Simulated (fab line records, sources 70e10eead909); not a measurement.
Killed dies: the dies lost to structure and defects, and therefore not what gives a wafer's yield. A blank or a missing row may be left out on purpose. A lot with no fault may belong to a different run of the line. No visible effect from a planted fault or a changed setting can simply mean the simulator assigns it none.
fab line records | flow nandHarc
record: lots: 24 wafers: 72 lastDay: 33
route steps=1302 shown A_M0@1149 A_M1@1180 A_BONDPAD@1215
lots that met no fault: from a run of the same line without faults
startH: the number of hours between the record's first day and the start of the first shown wafer of the lot | waitH: hours from the lot's prior step to this one | " unchanged from the row above | L1.1+2: a single row standing in for several wafers | - either no value or no given start | * or withheld: withheld | < > ~ a bound
route shown NAME@n: a module of which the file shows steps, and the number in the route of the first | usual: the fault-free wafers' mean and standard deviation | same: alike in all rows | chamber/n: place in a boat | sites: readings site by site | _std_site: how widely they spread, as a standard deviation | _edge_site: the outer-site mean with the inner-site mean subtracted | radiusMm: how far each site lies from the wafer's centre | mask NAME#n: copy n | behind: tool/chamber where the wafer was last shaped | hold: the reason the lot was held/the length of the hold in hours/how it ended | device: whichever transistor did not switch (one of n, p or np) | end of line: the tests these same wafers got at the end of their route | step lacking rows: just its recipe | killed: the dies lost at the first sort to structure and to defects; this is not the yield of the wafer | map: a wafer's dies, x killed, . not, _ none there
set.NAME: the setting the step ran with; set.NAME@STEP: the setting that earlier step ran with | model.NAME: the simulator's own value behind a step, which no gauge read
steps of the route over a sample of lots; a table a step, a row a wafer
services: when a tool's chamber went out of use (startH, in hours from the record's first day, below 0 if earlier), for how many hours, and the reason
== steps ==
step: NHARC_A_M0_INSPECT_11
usual: rawDefectCount: 84/34
columns lot.wafer tool chamber startH waitH rawDefectCount
L074.1 defectInspect-02 - 496.85 0.0 79
L074.2 " - " " 77
L074.4 " - " " 73
L075.1 defectInspect-02 - 525.00 0.0 86
L075.3 " - " " 105
L075.6 " - " " 103
L077.4 defectInspect-01 - 540.41 0.0 75
L077.5 " - " " 68
L077.6 " - " " 69
L076.1 defectInspect-01 - 540.70 0.0 118
L076.4 " - " " 104
L076.5 " - " " 101
L078.1 defectInspect-01 - 568.12 0.0 107
L078.2 " - " " 115
L078.6 " - " " 112
L079.1 defectInspect-01 - 571.44 0.0 111
L079.4 " - " " 129
L079.6 " - " " 124
L080.2 defectInspect-02 - 580.40 0.0 58
L080.3 " - " " 57
L080.5 " - " " 64
L081.2 defectInspect-02 - 586.17 0.0 71
L081.3 " - " " 90
L081.4 " - " " 77
L082.3 defectInspect-02 - 589.36 0.0 93
L082.4 " - " " 121
L082.5 " - " " 81
L083.3 defectInspect-02 - 602.70 0.0 74
L083.4 " - " " 85
L083.6 " - " " 68
L085.1 defectInspect-02 - 615.14 0.0 93
L085.3 " - " " 82
L085.4 " - " " 75
L084.1 defectInspect-01 - 617.09 0.0 55
L084.5 " - " " 87
L084.6 " - " " 56
L086.2 defectInspect-01 - 636.30 0.0 91
L086.5 " - " " 90
L086.6 " - " " 80
L087.1 defectInspect-01 - 637.77 0.0 145
L087.2 " - " " 155
L087.6 " - " " 129
L089.1 defectInspect-01 - 669.43 0.0 69
L089.2 " - " " 79
L089.6 " - " " 77
L088.1 defectInspect-02 - 672.00 0.0 121
L088.4 " - " " 116
L088.5 " - " " 99
L090.1 defectInspect-01 - 680.65 0.0 167
L090.4 " - " " 147
L090.6 " - " " 161
L091.1 defectInspect-01 - 681.18 0.0 71
L091.2 " - " " 75
L091.4 " - " " 69
L092.2 defectInspect-01 - 686.51 0.0 26
L092.4 " - " " 22
L092.6 " - " " 27
L093.1 defectInspect-01 - 709.07 0.0 116
L093.2 " - " " 128
L093.5 " - " " 107
L094.1 defectInspect-01 - 711.64 0.0 41
L094.4 " - " " 34
L094.5 " - " " 33
L095.2 defectInspect-02 - 731.94 0.0 55
L095.4 " - " " 48
L095.5 " - " " 39
L096.2 defectInspect-02 - 735.09 0.0 59
L096.4 " - " " 68
L096.6 " - " " 67
L097.2 defectInspect-02 - 738.62 0.0 10
L097.4 " - " " 24
L097.6 " - " " 13
step: NHARC_A_M0_THK_MEAS_24
recipe: thkMeasGauge: xrf
usual: thkNm: 114.1/1.5
columns lot.wafer tool chamber startH waitH thkNm
L074.1 filmMetro-02 - 499.22 - 115.8
L074.2 " - " " 114.7
L074.4 " - " " 115.4
L075.1 filmMetro-02 - 527.38 - 114.9
L075.3 " - " " 113.0
L075.6 " - " " 114.0
L077.4 filmMetro-02 - 542.80 - 114.3
L077.5 " - " " 115.1
L077.6 " - " " 113.8
L076.1 filmMetro-01 - 543.53 - 111.7
L076.4 " - " " 113.1
L076.5 " - " " 110.5
L078.1 filmMetro-01 - 570.53 - 116.0
L078.2 " - " " 114.8
L078.6 " - " " 117.4
L079.1 filmMetro-01 - 573.81 - 117.9
L079.4 " - " " 116.1
L079.6 " - " " 115.3
L080.2 filmMetro-02 - 582.78 - 113.1
L080.3 " - " " 115.3
L080.5 " - " " 113.2
L081.2 filmMetro-01 - 588.65 - 114.8
L081.3 " - " " 114.3
L081.4 " - " " 114.4
L082.3 filmMetro-02 - 591.88 - 114.2
L082.4 " - " " 116.0
L082.5 " - " " 112.7
L083.3 filmMetro-02 - 605.08 - 112.8
L083.4 " - " " 114.7
L083.6 " - " " 114.3
L085.1 filmMetro-02 - 617.53 - 112.5
L085.3 " - " " 113.9
L085.4 " - " " 113.5
L084.1 filmMetro-02 - 619.47 - 111.5
L084.5 " - " " 112.8
L084.6 " - " " 113.6
L086.2 filmMetro-02 - 638.69 - 115.1
L086.5 " - " " 114.8
L086.6 " - " " 116.3
L087.1 filmMetro-02 - 640.16 - 115.2
L087.2 " - " " 116.0
L087.6 " - " " 117.9
L089.1 filmMetro-01 - 671.80 - 112.2
L089.2 " - " " 114.0
L089.6 " - " " 113.5
L088.1 filmMetro-01 - 674.38 - 114.0
L088.4 " - " " 114.4
L088.5 " - " " 113.8
L090.1 filmMetro-02 - 683.02 - 115.1
L090.4 " - " " 114.9
L090.6 " - " " 115.2
L091.1 filmMetro-02 - 683.59 - 114.7
L091.2 " - " " 111.6
L091.4 " - " " 113.5
L092.2 filmMetro-02 - 688.95 - 112.0
L092.4 " - " " 113.8
L092.6 " - " " 113.8
L093.1 filmMetro-02 - 711.53 - 111.1
L093.2 " - " " 111.8
L093.5 " - " " 112.1
L094.1 filmMetro-02 - 714.05 - 113.0
L094.4 " - " " 113.7
L094.5 " - " " 110.0
L095.2 filmMetro-02 - 734.32 - 113.1
L095.4 " - " " 115.7
L095.5 " - " " 114.3
L096.2 filmMetro-02 - 737.46 - 114.4
L096.4 " - " " 113.4
L096.6 " - " " 114.9
L097.2 filmMetro-02 - 740.99 - 112.7
L097.4 " - " " 113.6
L097.6 " - " " 116.0
step: NHARC_A_M1_OVL_MEAS_10
recipe: pitchNm: 240
usual: overlayXNm: 0.1/0.8 overlayYNm: 0.1/0.75
columns lot.wafer tool chamber startH waitH overlayXNm overlayYNm
L074.1 overlay-02 - 500.86 - -0.1 0.8
L074.2 " - " " -1.0 0.5
L074.4 " - " " -0.4 0.3
L075.1 overlay-01 - 528.89 - -1.5 1.8
L075.3 " - " " -1.5 1.7
L075.6 " - " " -1.6 1.7
L077.4 overlay-01 - 544.44 - 1.2 0.7
L077.5 " - " " 1.4 -0.1
L077.6 " - " " 2.1 0.3
L076.1 overlay-02 - 545.17 - 1.4 -1.0
L076.4 " - " " 0.5 -0.7
L076.5 " - " " 0.4 -0.4
L078.1 overlay-02 - 572.16 - 0.0 0.8
L078.2 " - " " 0.0 1.2
L078.6 " - " " 0.1 0.6
L079.1 overlay-01 - 575.32 - 0.9 -1.0
L079.4 " - " " 0.5 -1.2
L079.6 " - " " 1.4 -1.4
L080.2 overlay-01 - 584.30 - -0.9 0.5
L080.3 " - " " -0.2 0.6
L080.5 " - " " -0.1 0.5
L081.2 overlay-02 - 590.30 - -0.7 -1.0
L081.3 " - " " -0.3 -1.5
L081.4 " - " " -0.5 -0.5
L082.3 overlay-01 - 593.49 - 0.9 -1.1
L082.4 " - " " 0.6 -0.7
L082.5 " - " " 0.4 -0.9
L083.3 overlay-01 - 606.59 - -0.6 -0.3
L083.4 " - " " -1.0 -0.6
L083.6 " - " " -0.5 -0.3
L085.1 overlay-02 - 619.15 - -0.3 0.7
L085.3 " - " " -0.6 0.5
L085.4 " - " " -0.3 0.7
L084.1 overlay-02 - 621.11 - 1.0 0.3
L084.5 " - " " 1.0 0.1
L084.6 " - " " 0.8 0.0
L086.2 overlay-02 - 640.33 - 0.7 0.7
L086.5 " - " " 0.6 0.7
L086.6 " - " " 0.4 1.2
L087.1 overlay-02 - 641.68 - 0.6 0.6
L087.2 " - " " -0.2 1.2
L087.6 " - " " -0.2 0.1
L089.1 overlay-02 - 673.32 - 0.5 -0.4
L089.2 " - " " 0.4 -0.1
L089.6 " - " " 0.8 -0.1
L088.1 overlay-01 - 676.02 - 0.3 0.0
L088.4 " - " " -0.2 -0.6
L088.5 " - " " -0.3 -0.5
L090.1 overlay-02 - 684.67 - -2.1 0.4
L090.4 " - " " -2.3 0.5
L090.6 " - " " -2.2 0.6
L091.1 overlay-02 - 685.23 - -0.6 0.2
L091.2 " - " " -0.2 0.4
L091.4 " - " " 0.6 0.3
L092.2 overlay-02 - 690.59 - 0.8 -0.3
L092.4 " - " " 0.9 -1.0
L092.6 " - " " 0.3 -0.2
L093.1 overlay-02 - 713.17 - 0.7 -0.4
L093.2 " - " " 0.9 0.1
L093.5 " - " " 0.2 0.0
L094.1 overlay-02 - 715.67 - -0.3 -0.8
L094.4 " - " " 0.2 -0.1
L094.5 " - " " 0.0 -0.5
L095.2 overlay-01 - 736.09 - 0.2 -0.5
L095.4 " - " " 0.2 -0.6
L095.5 " - " " -0.1 0.3
L096.2 overlay-02 - 739.09 - -0.5 -0.1
L096.4 " - " " -1.0 0.9
L096.6 " - " " -0.2 0.4
L097.2 overlay-01 - 742.76 - 0.1 1.0
L097.4 " - " " 0.4 1.1
L097.6 " - " " -0.2 1.1
step: NHARC_A_M1_ANNEAL_31
recipe: tempC: 225 timeS: 90
usual: wafer_temp_C_max: 226.01/0.28
same: timeS: 90
columns lot.wafer tool chamber startH waitH wafer_temp_C_max
L074.1 rtpAnneal-02 0 502.78 - 225.94
L074.2 " 0 " " 225.79
L074.4 " 0 " " 225.75
L075.1 rtpAnneal-01 0 530.74 - 226.15
L075.3 " 0 " " 225.63
L075.6 " 0 " " 225.63
L077.4 rtpAnneal-01 0 546.45 0.4 226.08
L077.5 " 0 " " 225.88
L077.6 " 0 " " 225.77
L076.1 rtpAnneal-01 0 547.02 - 225.70
L076.4 " 0 " " 225.66
L076.5 " 0 " " 226.12
L078.1 rtpAnneal-02 0 574.01 - 225.95
L078.2 " 0 " " 225.84
L078.6 " 0 " " 226.65
L079.1 rtpAnneal-01 0 577.17 0.3 225.65
L079.4 " 0 " " 225.49
L079.6 " 0 " " 225.97
L080.2 rtpAnneal-02 0 586.21 - 225.97
L080.3 " 0 " " 225.70
L080.5 " 0 " " 226.18
L081.2 rtpAnneal-01 0 592.20 - 225.80
L081.3 " 0 " " 225.98
L081.4 " 0 " " 226.03
L082.3 rtpAnneal-01 0 595.52 - 226.00
L082.4 " 0 " " 225.85
L082.5 " 0 " " 226.73
L083.3 rtpAnneal-01 0 608.56 0.3 226.47
L083.4 " 0 " " 226.15
L083.6 " 0 " " 225.99
L085.1 rtpAnneal-02 0 621.01 0.3 226.03
L085.3 " 0 " " 225.98
L085.4 " 0 " " 226.04
L084.1 rtpAnneal-02 0 622.97 - 226.19
L084.5 " 0 " " 226.34
L084.6 " 0 " " 225.98
L086.2 rtpAnneal-02 0 642.28 0.3 226.26
L086.5 " 0 " " 225.80
L086.6 " 0 " " 225.81
L087.1 rtpAnneal-02 0 643.56 - 226.20
L087.2 " 0 " " 226.20
L087.6 " 0 " " 226.20
L089.1 rtpAnneal-02 0 675.24 0.3 226.05
L089.2 " 0 " " 226.44
L089.6 " 0 " " 225.94
L088.1 rtpAnneal-01 0 677.92 0.3 225.62
L088.4 " 0 " " 226.04
L088.5 " 0 " " 226.62
L090.1 rtpAnneal-01 0 686.57 0.3 225.94
L090.4 " 0 " " 226.00
L090.6 " 0 " " 225.77
L091.1 rtpAnneal-02 0 687.15 - 225.70
L091.2 " 0 " " 225.78
L091.4 " 0 " " 226.07
L092.2 rtpAnneal-02 0 692.53 - 226.35
L092.4 " 0 " " 226.00
L092.6 " 0 " " 226.51
L093.1 rtpAnneal-02 0 715.04 0.3 225.85
L093.2 " 0 " " 226.39
L093.5 " 0 " " 225.86
L094.1 rtpAnneal-02 0 717.52 - 226.13
L094.4 " 0 " " 226.15
L094.5 " 0 " " 226.03
L095.2 rtpAnneal-01 0 738.04 - 226.37
L095.4 " 0 " " 225.86
L095.5 " 0 " " 225.73
L096.2 rtpAnneal-02 0 740.99 0.4 226.31
L096.4 " 0 " " 226.02
L096.6 " 0 " " 225.87
L097.2 rtpAnneal-01 0 744.68 - 225.72
L097.4 " 0 " " 225.55
L097.6 " 0 " " 225.86
step: NHARC_A_M1_INSPECT_27
usual: rawDefectCount: 536/110
columns lot.wafer tool chamber startH waitH rawDefectCount
L074.1 defectInspect-02 - 503.61 0.0 498
L074.2 " - " " 581
L074.4 " - " " 501
L075.1 defectInspect-02 - 531.56 0.0 604
L075.3 " - " " 450
L075.6 " - " " 507
L077.4 defectInspect-02 - 547.11 0.0 607
L077.5 " - " " 818
L077.6 " - " " 580
L076.1 defectInspect-02 - 547.86 0.0 407
L076.4 " - " " 350
L076.5 " - " " 573
L078.1 defectInspect-01 - 574.82 0.0 318
L078.2 " - " " 347
L078.6 " - " " 409
L079.1 defectInspect-01 - 577.99 0.0 696
L079.4 " - " " 655
L079.6 " - " " 692
L080.2 defectInspect-01 - 586.98 0.0 537
L080.3 " - " " 622
L080.5 " - " " 592
L081.2 defectInspect-02 - 592.96 0.0 671
L081.3 " - " " 734
L081.4 " - " " 858
L082.3 defectInspect-01 - 596.24 0.0 557
L082.4 " - " " 517
L082.5 " - " " 579
L083.3 defectInspect-01 - 609.28 0.0 561
L083.4 " - " " 602
L083.6 " - " " 394
L085.1 defectInspect-02 - 621.82 0.0 572
L085.3 " - " " 562
L085.4 " - " " 576
L084.1 defectInspect-01 - 623.79 0.0 482
L084.5 " - " " 516
L084.6 " - " " 547
L086.2 defectInspect-02 - 643.04 0.0 517
L086.5 " - " " 475
L086.6 " - " " 643
L087.1 defectInspect-02 - 644.37 0.0 481
L087.2 " - " " 528
L087.6 " - " " 363
L089.1 defectInspect-01 - 676.06 0.0 398
L089.2 " - " " 543
L089.6 " - " " 704
L088.1 defectInspect-01 - 678.74 0.0 586
L088.4 " - " " 661
L088.5 " - " " 569
L090.1 defectInspect-02 - 687.40 0.0 631
L090.4 " - " " 605
L090.6 " - " " 561
L091.1 defectInspect-02 - 687.99 0.0 580
L091.2 " - " " 467
L091.4 " - " " 474
L092.2 defectInspect-02 - 693.30 0.0 688
L092.4 " - " " 474
L092.6 " - " " 595
L093.1 defectInspect-01 - 715.85 0.0 637
L093.2 " - " " 609
L093.5 " - " " 669
L094.1 defectInspect-02 - 718.33 0.0 619
L094.4 " - " " 653
L094.5 " - " " 553
L095.2 defectInspect-01 - 738.80 0.0 613
L095.4 " - " " 567
L095.5 " - " " 364
L096.2 defectInspect-02 - 741.75 0.0 442
L096.4 " - " " 425
L096.6 " - " " 409
L097.2 defectInspect-02 - 745.45 0.0 488
L097.4 " - " " 367
L097.6 " - " " 320
step: NHARC_A_BONDPAD_CD_MEAS_09
recipe: targetCdNm: 500 landingEnergyEv: 500
usual: cdNm: 499.9/1.3
columns lot.wafer tool chamber startH waitH cdNm
L074.1 cdSem-01 0 505.54 - 500.1
L074.2 " 0 " " 500.5
L074.4 " 0 " " 499.2
L075.1 cdSem-01 0 533.50 - 500.7
L075.3 " 0 " " 498.6
L075.6 " 0 " " 498.9
L077.4 cdSem-02 0 548.94 - 499.6
L077.5 " 0 " " 499.9
L077.6 " 0 " " 501.0
L076.1 cdSem-02 0 550.00 - 500.3
L076.4 " 0 " " 500.1
L076.5 " 0 " " 498.5
L078.1 cdSem-03 0 576.62 - 502.4
L078.2 " 0 " " 500.1
L078.6 " 0 " " 499.9
L079.1 cdSem-02 0 579.79 - 501.5
L079.4 " 0 " " 499.1
L079.6 " 0 " " 500.9
L080.2 cdSem-02 0 588.97 - 501.5
L080.3 " 0 " " 498.9
L080.5 " 0 " " 500.2
L081.2 cdSem-01 0 594.88 - 500.2
L081.3 " 0 " " 500.8
L081.4 " 0 " " 499.2
L082.3 cdSem-02 0 598.31 - 501.8
L082.4 " 0 " " 500.8
L082.5 " 0 " " 497.9
L083.3 cdSem-02 0 611.23 - 499.2
L083.4 " 0 " " 500.4
L083.6 " 0 " " 502.2
L085.1 cdSem-02 0 623.63 - 501.0
L085.3 " 0 " " 497.5
L085.4 " 0 " " 500.5
L084.1 cdSem-03 0 625.71 - 499.3
L084.5 " 0 " " 499.4
L084.6 " 0 " " 497.9
L086.2 cdSem-02 0 644.84 - 498.1
L086.5 " 0 " " 498.7
L086.6 " 0 " " 499.5
L087.1 cdSem-03 0 646.17 - 498.8
L087.2 " 0 " " 498.6
L087.6 " 0 " " 501.9
L089.1 cdSem-02 0 677.97 - 497.1
L089.2 " 0 " " 499.1
L089.6 " 0 " " 498.6
L088.1 cdSem-02 0 680.66 - 502.8
L088.4 " 0 " " 501.9
L088.5 " 0 " " 499.0
L090.1 cdSem-02 0 689.34 - 498.5
L090.4 " 0 " " 496.9
L090.6 " 0 " " 498.2
L091.1 cdSem-02 0 689.91 - 500.2
L091.2 " 0 " " 501.4
L091.4 " 0 " " 501.7
L092.2 cdSem-02 0 695.21 - 496.6
L092.4 " 0 " " 498.0
L092.6 " 0 " " 496.7
L093.1 cdSem-02 0 717.76 - 500.9
L093.2 " 0 " " 500.1
L093.5 " 0 " " 500.1
L094.1 cdSem-03 0 720.14 - 499.5
L094.4 " 0 " " 499.5
L094.5 " 0 " " 498.6
L095.2 cdSem-01 0 740.90 - 499.0
L095.4 " 0 " " 498.7
L095.5 " 0 " " 499.4
L096.2 cdSem-02 0 743.68 - 499.2
L096.4 " 0 " " 499.4
L096.6 " 0 " " 498.3
L097.2 cdSem-01 0 747.54 - 500.9
L097.4 " 0 " " 500.3
L097.6 " 0 " " 499.3
== services ==
columns tool chamber startH hours kind
rtpAnneal-02 - 744.00 12.0 pm
== key ==
fault none
